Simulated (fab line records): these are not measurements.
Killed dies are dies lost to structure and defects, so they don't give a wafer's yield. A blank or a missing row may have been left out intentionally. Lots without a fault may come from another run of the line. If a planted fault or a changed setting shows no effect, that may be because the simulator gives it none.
A lot that was struck, set against a sound lot || flow nand harc || 15 steps out of a route of 1302
Sound: wafers L562.1, L562.2, L562.6. The struck wafers were L559.1, L559.2, L559.5. The cause comes at the end.
At each step with rows: each side's tool, then ch and its chambers, then its first start. Under that, the readings that differ: sound wafers || struck wafers || difference of the means || sigmas: that difference in standard deviations of wafers without a fault.
alike: words and numbers the same on both sides, and readings whose means are apart by under 2 such deviations; not compared: readings that were withheld, readings missing a value for some wafer, numbers with overlapping values and no deviation given by the record, and bounds like >300 which may hide the same value.
A row with sigmas, a row that says differs or no value, or rows on one side alone: a step with any of these is where the two part. When numbers do not overlap yet have no deviation, they are printed without sigmas and do not part them. A reading that every wafer of one side lacks parts them only if that side has two wafers or more.

NHARC_P_M2_OVL_MEAS_10: pitch 340 nm.
  sound on overlay-01 at day 11 19:39; struck on overlay-02 at day 10 00:24
  alike: overlay x nm, overlay y nm
NHARC_P_M2_INSPECT_11:
  sound on defect inspect-02 at day 11 19:41; struck on defect inspect-01 at day 10 00:26
  alike: raw defect count
NHARC_P_M2_DESCUM_14: chemistry O2, time 3 s.
  sound on rie diel-06 ch 0,1,3, day 11 19:46; struck on rie diel-05 ch 0,2,3, day 10 00:31
  alike: drypump motor current A, mfc ar sccm, oes product au, rf vpp V, showerhead plenum p Torr, throttle valve pct
  not compared: rf hours counter h
NHARC_P_M2_ETCH_35: etches the open film in N2/H2, target depth 40 nm, overetch 12 nm, time 43.94 s.
  sound on rie diel-06 ch 0,2, day 11 19:50; struck on rie diel-05 ch 0,3, day 10 00:35
  alike: drypump motor current A, mfc ar sccm, oes product au, rf vpp V, showerhead plenum p Torr, throttle valve pct
  not compared: rf hours counter h
then, 1 step without rows for these wafers: NHARC_P_M2_ETCH_15 (etches the open film in C4F8/Ar, target depth 182.5 nm, time 91.2 s).
NHARC_P_M2_CD_MEAS_16:
  sound on cd sem-02 at day 11 20:03; struck on cd sem-03 at day 10 00:49
  alike: cd nm
NHARC_P_M2_STRIP_18: strips in N2/H2.
  sound on rie diel-05 ch 0,3, day 11 20:09; struck on rie diel-04 ch 2,3, day 10 00:53
  alike: drypump motor current A, mfc ar sccm, oes product au, rf vpp V, showerhead plenum p Torr, throttle valve pct
  not compared: rf hours counter h
then, 2 steps without rows for these wafers: NHARC_P_M2_ETCH_28 (etches the open film in CF4/N2, target depth 30 nm, time 72.99 s); NHARC_P_M2_STRIP_19 (strips in post etch residue remover, time 600 s).
NHARC_P_M2_DEGAS_29: time 60 s.
  sound on pvd sputter-02 at day 11 20:46; struck on pvd sputter-02 at day 10 01:31
  alike: heater power w
then, 1 step without rows for these wafers: NHARC_P_M2_PRE_CLEAN_30 (time 30 s).
NHARC_P_M2_PVD_20: deposits TaN, target thk 5 nm, time 8.06 s.
  sound on pvd sputter-02; struck on pvd sputter-02
  alike: bias v, cathode dc power W, throttle valve pct
NHARC_P_M2_PVD_21: deposits Cu, target thk 30 nm, time 20.49 s.
  sound on pvd sputter-02 at day 11 21:01; struck on pvd sputter-02 at day 10 01:46
  no value came back on the struck wafers for cathode dc power W (W), chamber pressure pa (Pa), throttle valve pct (%); on the sound wafers cathode dc power W (W) reads 4999.9 5000.6 4999.1
then, 1 step without rows for these wafers: NHARC_P_M2_ECD_22 (material Cu, target thk 400 nm).
-- record jumps: 18 days between struck wafers' starts before vs after; left off in module P_M2, resumes in module END, first step shown is number 1302 of the route --
NHARC_END_SORT_01:
  the record has rows for the struck wafers here (prober-01 ch 0, day 27 18:44) and none for the sound ones

WHERE THEY PART
First at NHARC_P_M2_PVD_21; last, within this record, at NHARC_END_SORT_01.

WHY: the cause the simulator had injected
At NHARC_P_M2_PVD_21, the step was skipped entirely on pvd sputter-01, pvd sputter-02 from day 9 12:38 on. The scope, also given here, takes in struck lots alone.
